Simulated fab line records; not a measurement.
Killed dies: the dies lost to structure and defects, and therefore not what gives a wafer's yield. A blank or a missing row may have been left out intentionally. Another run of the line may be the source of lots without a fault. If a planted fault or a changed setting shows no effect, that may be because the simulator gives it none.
Chamber matching | flow n5 finfet | 4 sister chambers for N5_BEOL_M6_ETCH_66 on rie diel-05
The step etches SOC in N2/H2, target depth 80 nm, overetch 16 nm, time 120 s. 8 wafers are shown with their chamber, then 12 later ones without.

== WAFERS PAIRED WITH THEIR CHAMBERS ==
wafer  | chamber | showerhead plenum p Torr (Torr) | drypump motor current A (A)
L078.3 | 1       | 2.55                            | 6.6
L078.5 | 0       | 2.68                            | 5.7
L082.2 | 2       | 2.62                            | 6.0
L082.3 | 3       | 2.44                            | 6.0
L082.5 | 0       | 2.68                            | 5.7
L085.2 | 1       | 2.54                            | 6.6
L085.3 | 2       | 2.62                            | 6.1
L085.4 | 3       | 2.44                            | 6.0

== WAFERS WHOSE CHAMBER IS MISSING ==
wafer  | showerhead plenum p Torr (Torr) | drypump motor current A (A)
L089.2 | 2.44                            | 6.0
L089.3 | 2.67                            | 5.7
L089.5 | 2.44                            | 6.0
L087.1 | 2.61                            | 6.1
L087.4 | 2.67                            | 5.7
L087.6 | 2.67                            | 5.7
L088.1 | 2.67                            | 5.7
L088.2 | 2.43                            | 6.0
L088.4 | 2.61                            | 6.1
L091.1 | 2.66                            | 5.7
L091.3 | 2.43                            | 6.0
L091.6 | 2.66                            | 5.7

== CHAMBER TAKEN BY EACH ==
wafer  | from the rows above | in truth
L089.2 | 3                   | 3
L089.3 | 0                   | 0
L089.5 | 3                   | 3
L087.1 | 2                   | 2
L087.4 | 0                   | 0
L087.6 | 0                   | 0
L088.1 | 0                   | 0
L088.2 | 3                   | 3
L088.4 | 2                   | 2
L091.1 | 0                   | 0
L091.3 | 3                   | 3
L091.6 | 0                   | 0
Correct placement for 12 of the 12. Not placeable from these rows: 0. Number placed wrongly: 0.
How it was worked out, from the rows above alone: a wafer's distance from a chamber is the root of the sum, over the readings, of the square of ((its reading less the chamber's mean) divided by the reading's scatter). If the next closest chamber is less than 2 further off than the closest, the wafer can't be placed; otherwise it belongs to the closest. For every chamber, the mean is computed from those of its wafers that are shown. The scatter: the root of (the sum of the squares of (reading less its chamber's mean) over the shown wafers, divided by (wafers less chambers)).
